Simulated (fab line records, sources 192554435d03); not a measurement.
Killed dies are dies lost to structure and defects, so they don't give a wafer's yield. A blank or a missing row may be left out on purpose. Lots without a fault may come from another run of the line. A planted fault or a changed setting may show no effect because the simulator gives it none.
One fault seen from 2 desks | flow n5_finfet | each desk has only its own numbers; what lay behind them comes last

THE METROLOGY DESK
What the gauges read, lot by lot, whatever tool the lot ran on: means of the sampled wafers that have a number. A lot is out of limits, marked OUT, if its mean lies more than 4 standard deviations from the usual mean; the brackets give that distance. Of its 10 readings 7 are shown: those that lie furthest out on some lot.
Columns: A = DIBL_P at N5_BEOL_M4_RC_MEAS_101, usual 37.4 mV/V; B = ION_N at N5_BEOL_M4_RC_MEAS_101, usual 679 uA/um; C = ION_P at N5_BEOL_M4_RC_MEAS_101, usual 468 uA/um; D = SS_N at N5_BEOL_M4_RC_MEAS_101, usual 71.8 mV/dec; E = SS_P at N5_BEOL_M4_RC_MEAS_101, usual 73.6 mV/dec; F = VT_N at N5_BEOL_M4_RC_MEAS_101, usual 248 mV; G = VT_P at N5_BEOL_M4_RC_MEAS_101, usual -248 mV
lot  | first seen here | A    | B   | C   | D    | E    | F   | G
L618 | day 8 22:09     | 37.4 | 681 | 467 | 71.7 | 73.7 | 251 | -245
L628 | day 11 01:53    | 39.8 | 683 | 472 | 72.4 | 74.2 | 249 | -248
L627 | day 11 20:39    | 36.0 | 663 | 463 | 71.8 | 74.2 | 252 | -249
L637 | day 13 13:27    | 35.3 | 678 | 476 | 71.7 | 73.5 | 251 | -246
This desk's finding: nothing out of limits on any of the 4 lots.

THE TOOL OWNER'S DESK: cmp-02
The tool's own readings at N5_MOL_CONTACT_COAG_CMP_23 (polishes, stops on SiO2, t overpolish 1.5 s, target thk 0 nm): means of the sampled wafers that have a number, for each lot that ran on this tool. A lot is out of limits, marked OUT, if its mean lies more than 4 standard deviations from the usual mean; the brackets give that distance.
Columns: A = head_pressure_psi at N5_MOL_CONTACT_COAG_CMP_23, usual 2.000 psi; B = motor_current_A at N5_MOL_CONTACT_COAG_CMP_23, usual 8.0 A; C = overpolish_run_s at N5_MOL_CONTACT_COAG_CMP_23, usual 1.500 s; D = platen_rpm at N5_MOL_CONTACT_COAG_CMP_23, usual 50.29 rpm; E = time_to_endpoint_s at N5_MOL_CONTACT_COAG_CMP_23, usual 10.8 s
lot  | first seen here | A               | B   | C     | D     | E
L618 | day 6 02:50     | 1.997           | 8.5 | 1.499 | 50.31 | 11.3
L627 | day 8 05:45     | 1.740 (-62) OUT | 7.7 | 1.499 | 50.27 | 10.7
L628 | day 8 08:53     | 1.731 (-64) OUT | 8.3 | 1.499 | 50.31 | 12.5
This desk's finding: out of limits on L627, L628; first on L627, day 8 05:45 (head_pressure_psi at N5_MOL_CONTACT_COAG_CMP_23). In limits: L618.

PUT TOGETHER
The tool owner's desk could have raised an alarm at day 8 05:45, on L627, L628.
The metrology desk saw nothing out of limits.
The metrology desk has L627, L628 on record, within its limits.
Of the lots named, all ran N5_MOL_CONTACT_COAG_CMP_23 on cmp-02.

WHAT THE SIMULATOR HAD PUT IN
Process parameter drift: cmp-02, from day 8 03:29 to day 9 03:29, at N5_MOL_CONTACT_COAG_CMP_23. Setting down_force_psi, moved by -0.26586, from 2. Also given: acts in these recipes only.
Lots struck among those shown: L627, L628.
Hours from the fault's start to each desk's first reading out of limits: the tool owner's desk, 2.
